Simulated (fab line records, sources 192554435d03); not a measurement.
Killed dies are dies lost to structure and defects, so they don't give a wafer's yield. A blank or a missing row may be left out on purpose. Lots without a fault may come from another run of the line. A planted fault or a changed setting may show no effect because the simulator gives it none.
Which tool did it? | flow n5_finfet | 11 lots, 30 wafers sampled, at 5 steps of a route of 1938

WHAT THE GAUGES READ, wafer by wafer
N5_BEOL_M4_RC_MEAS_101. Usual: DIBL_N 36.8 mV/V, standard deviation 2.2; DIBL_P 37.0 mV/V, standard deviation 2.8; IOFF_N 0.18 nA/um, standard deviation 0.043; IOFF_P 0.23 nA/um, standard deviation 0.05; ION_N 680 uA/um, standard deviation 14; ION_P 466 uA/um, standard deviation 9.1; SS_N 71.7 mV/dec, standard deviation 0.74; SS_P 73.5 mV/dec, standard deviation 0.79; VT_N 248 mV, standard deviation 4; VT_P -249 mV, standard deviation 4.1.
lot  | measured     | on        | DIBL_N (mV/V)  | DIBL_P (mV/V)  | IOFF_N (nA/um) | IOFF_P (nA/um) | ION_N (uA/um) | ION_P (uA/um) | SS_N (mV/dec)  | SS_P (mV/dec)  | VT_N (mV)   | VT_P (mV)      | flag
L669 | day 9 11:29  | prober-02 | 37.2 34.5 38.6 | 36.0 33.0 38.7 | 0.17 0.13 0.20 | 0.22 0.18 0.26 | 678 658 677   | 465 457 469   | 72.8 71.3 72.6 | 73.9 72.6 73.6 | 248 250 246 | -248 -250 -246 |
L667 | day 9 11:35  | prober-01 | 36.2 39.3 36.2 | 37.8 41.7 38.4 | 0.16 0.21 0.15 | 0.20 0.29 0.20 | 681 692 676   | 464 469 463   | 72.4 73.0 71.3 | 72.9 74.6 72.4 | 250 247 249 | -251 -248 -251 |
L673 | day 10 16:55 | prober-02 | 34.7 41.5      | 34.0 41.0      | 0.14 0.31      | 0.24 0.40      | 676 701       | 480 489       | 70.9 72.6      | 73.9 74.7      | 251 239     | -245 -237      |
L675 | day 11 07:29 | prober-02 | 36.1 35.9      | 36.5 35.4      | 0.15 0.16      | 0.20 0.20      | 674 684       | 462 460       | 71.9 71.3      | 73.4 73.3      | 251 248     | -251 -251      |
L677 | day 11 13:43 | prober-01 | 34.1 35.7 35.5 | 33.3 34.9 34.5 | 0.12 0.14 0.14 | 0.20 0.23 0.22 | 659 666 657   | 459 467 460   | 71.4 71.9 71.1 | 73.2 73.1 72.6 | 254 251 252 | -249 -247 -249 |
L676 | day 11 14:02 | prober-02 | 39.4 34.7 35.5 | 41.1 32.9 35.6 | 0.25 0.14 0.15 | 0.29 0.15 0.20 | 703 672 670   | 478 454 461   | 72.8 71.4 71.3 | 74.9 72.9 72.9 | 243 250 250 | -244 -255 -252 |
L678 | day 11 15:13 | prober-02 | 38.0 38.0 34.9 | 35.6 37.6 31.6 | 0.16 0.18 0.12 | 0.18 0.21 0.13 | 675 678 662   | 453 454 448   | 71.6 72.3 71.6 | 73.2 73.6 72.1 | 249 249 254 | -254 -251 -256 |
L679 | day 11 20:49 | prober-02 | 38.1 40.9 38.4 | 35.3 38.5 35.4 | 0.18 0.22 0.16 | 0.24 0.30 0.23 | 688 693 669   | 475 478 459   | 72.0 72.2 71.9 | 73.1 74.1 73.5 | 249 243 252 | -246 -244 -248 |
L683 | day 13 03:29 | prober-01 | 37.4 39.8 38.5 | 36.0 41.2 37.6 | 0.18 0.25 0.21 | 0.20 0.31 0.23 | 687 707 683   | 459 480 460   | 71.9 73.3 72.8 | 73.4 74.3 73.8 | 249 244 247 | -252 -249 -250 |
L682 | day 13 05:25 | prober-02 | 38.8 37.5 37.8 | 40.2 39.5 38.9 | 0.22 0.20 0.18 | 0.29 0.29 0.25 | 696 696 679   | 472 480 466   | 72.0 72.4 72.2 | 74.7 74.3 74.3 | 247 245 249 | -244 -244 -245 |
L685 | day 13 11:31 | prober-02 | 36.7 37.7      | 37.9 40.2      | 0.20 0.22      | 0.26 0.31      | 686 701       | 474 487       | 72.2 72.3      | 73.6 74.8      | 243 242     | -244 -241      |

N5_PASSIVATION_CD_MEAS_44: target cd 40000 nm. Usual: cd_nm 39997 nm, standard deviation 4.6.
lot  | measured     | on        | cd_nm (nm)        | flag
L669 | day 13 14:50 | cd_sem-03 | 39997 40006 39995 |
L667 | day 13 18:10 | cd_sem-03 | 40004 40002 40003 |
L673 | day 15 04:10 | cd_sem-02 | 39993 39995       |
L675 | day 15 09:50 | cd_sem-03 | 40003 40005       |
L677 | day 15 13:26 | cd_sem-03 | 40004 40008 40008 |
L676 | day 15 19:37 | cd_sem-03 | 39998 39994 39998 |
L678 | day 15 19:12 | cd_sem-02 | 39994 40001 39994 |
L679 | day 16 00:25 | cd_sem-01 | 39992 40000 39990 |
L683 | day 17 07:55 | cd_sem-01 | 39997 40000 39994 |
L682 | day 17 08:28 | cd_sem-01 | 39998 40002 39997 |
L685 | day 17 13:14 | cd_sem-03 | 39999 39999       |

N5_PASSIVATION_OVL_MEAS_66. Usual: PASS_OPEN_OVL 0 nm, standard deviation 6.2.
lot  | measured     | on         | PASS_OPEN_OVL (nm) | flag
L669 | day 13 14:52 | overlay-02 | 2 -12 -2           |
L667 | day 13 18:12 | overlay-01 | -16 -11 -7         |
L673 | day 15 04:11 | overlay-01 | 6 -1               |
L675 | day 15 09:52 | overlay-01 | -8 -3              |
L677 | day 15 13:28 | overlay-01 | -3 4 0             |
L676 | day 15 19:38 | overlay-02 | -11 -4 -2          |
L678 | day 15 19:14 | overlay-01 | 0 7 0              |
L679 | day 16 00:27 | overlay-01 | -13 -1 1           |
L683 | day 17 07:57 | overlay-02 | 3 7 1              |
L682 | day 17 08:29 | overlay-01 | 2 -8 -7            |
L685 | day 17 13:16 | overlay-02 | -6 -8              |

WHICH TOOL RAN EACH LOT (tool, then ch and the chambers of the sampled wafers, then the start)
lot  | N5_PASSIVATION_ETCH_59            | N5_PASSIVATION_PECVD_53
L669 | rie_metal-01 ch 0, day 13 13:39   | pecvd-02 ch 0,2, day 13 14:17
L667 | rie_metal-02 ch 0,1, day 13 16:58 | pecvd-02 ch 0,1,2, day 13 17:37
L673 | rie_metal-01 ch 0,1, day 15 02:55 | pecvd-02 ch 0, day 15 03:29
L675 | rie_metal-01 ch 1, day 15 08:33   | pecvd-02 ch 1,2, day 15 09:10
L677 | rie_metal-03 ch 0,1, day 15 12:05 | pecvd-04 ch 0,1,2, day 15 12:49
L676 | rie_metal-03 ch 0,1, day 15 18:19 | pecvd-01 ch 0,1,2, day 15 18:56
L678 | rie_metal-01 ch 1, day 15 17:56   | pecvd-04 ch 0,1,2, day 15 18:39
L679 | rie_metal-01 ch 0,1, day 15 23:16 | pecvd-01 ch 0,2, day 15 23:53
L683 | rie_metal-02 ch 0,1, day 17 06:46 | pecvd-01 ch 0,1,2, day 17 07:23
L682 | rie_metal-01 ch 0,1, day 17 07:11 | pecvd-01 ch 0,1,2, day 17 07:48
L685 | rie_metal-02 ch 0,1, day 17 12:01 | pecvd-02 ch 0,1, day 17 12:41
- N5_PASSIVATION_ETCH_59: etches TaN in Cl2/BCl3, target depth 65 nm, time 34.9 s.
- N5_PASSIVATION_PECVD_53: deposits SiO2 from TEOS/O2, target thk 800 nm, time 169.4 s.

WHAT THE TOOLS THEMSELVES READ (means of the sampled wafers that have a number; where no wafer has one, the mark that the record gives instead)
N5_PASSIVATION_ETCH_59. Usual: drypump_motor_current_A 5.7 A, standard deviation 0.37; oes_product_au 0.80 a.u., standard deviation 0.068; throttle_valve_pct 20.99 %, standard deviation 0.079.
lot  | tool         | drypump_motor_current_A (A) | oes_product_au (a.u.) | throttle_valve_pct (%) | flag
L669 | rie_metal-01 | 5.9                         | 0.72                  | 20.93                  |
L667 | rie_metal-02 | 6.1                         | 0.78                  | 21.02                  |
L673 | rie_metal-01 | 5.8                         | 0.78                  | 20.95                  |
L675 | rie_metal-01 | 5.6                         | 0.85                  | 20.97                  |
L677 | rie_metal-03 | 5.4                         | 0.84                  | 21.04                  |
L676 | rie_metal-03 | 5.5                         | 0.84                  | 21.05                  |
L678 | rie_metal-01 | 5.6                         | 0.85                  | 20.97                  |
L679 | rie_metal-01 | 5.8                         | 0.76                  | 20.94                  |
L683 | rie_metal-02 | 6.3                         | 0.75                  | 20.99                  |
L682 | rie_metal-01 | 5.7                         | 0.79                  | 20.97                  |
L685 | rie_metal-02 | 6.2                         | 0.77                  | 20.99                  |

N5_PASSIVATION_PECVD_53. Usual: run_length_s 197.1 s, standard deviation 0.46; susceptor_temp_C 400.02 C, standard deviation 0.21.
lot  | tool     | run_length_s (s) | susceptor_temp_C (C) | flag
L669 | pecvd-02 | 197.3            | 400.17               |
L667 | pecvd-02 | 210.5            | 400.09               | OFF
L673 | pecvd-02 | 207.5            | 400.18               | OFF
L675 | pecvd-02 | 216.4            | 400.23               | OFF
L677 | pecvd-04 | 196.6            | 400.00               |
L676 | pecvd-01 | 197.4            | 399.91               |
L678 | pecvd-04 | 197.0            | 400.33               |
L679 | pecvd-01 | 197.6            | 399.84               |
L683 | pecvd-01 | 197.2            | 399.97               |
L682 | pecvd-01 | 197.1            | 399.89               |
L685 | pecvd-02 | 197.5            | 399.94               |

THE ANSWER, worked out from the rows above alone
Rule: a lot is off if the mean of its wafers that have a number lies more than 3 standard deviations from the usual mean. A lot without any number at a reading at which 4 lots or more have one is off too. The other lots that the step has rows for count as sound. The gauges are gone through in route order, then the tools' own readings, and for those a lot's mean is taken as printed above. The first step at which some lot is off is used, and at that step the reading that is off furthest; a lot without a number counts as furthest.
Off: L667, L673, L675, at N5_PASSIVATION_PECVD_53 (run_length_s).
A tool fits if, at that step or a process step before it, it ran every lot that is off, and no sound lot after the first of them. None of those tried fits.

WHAT THE SIMULATOR HAD PUT IN
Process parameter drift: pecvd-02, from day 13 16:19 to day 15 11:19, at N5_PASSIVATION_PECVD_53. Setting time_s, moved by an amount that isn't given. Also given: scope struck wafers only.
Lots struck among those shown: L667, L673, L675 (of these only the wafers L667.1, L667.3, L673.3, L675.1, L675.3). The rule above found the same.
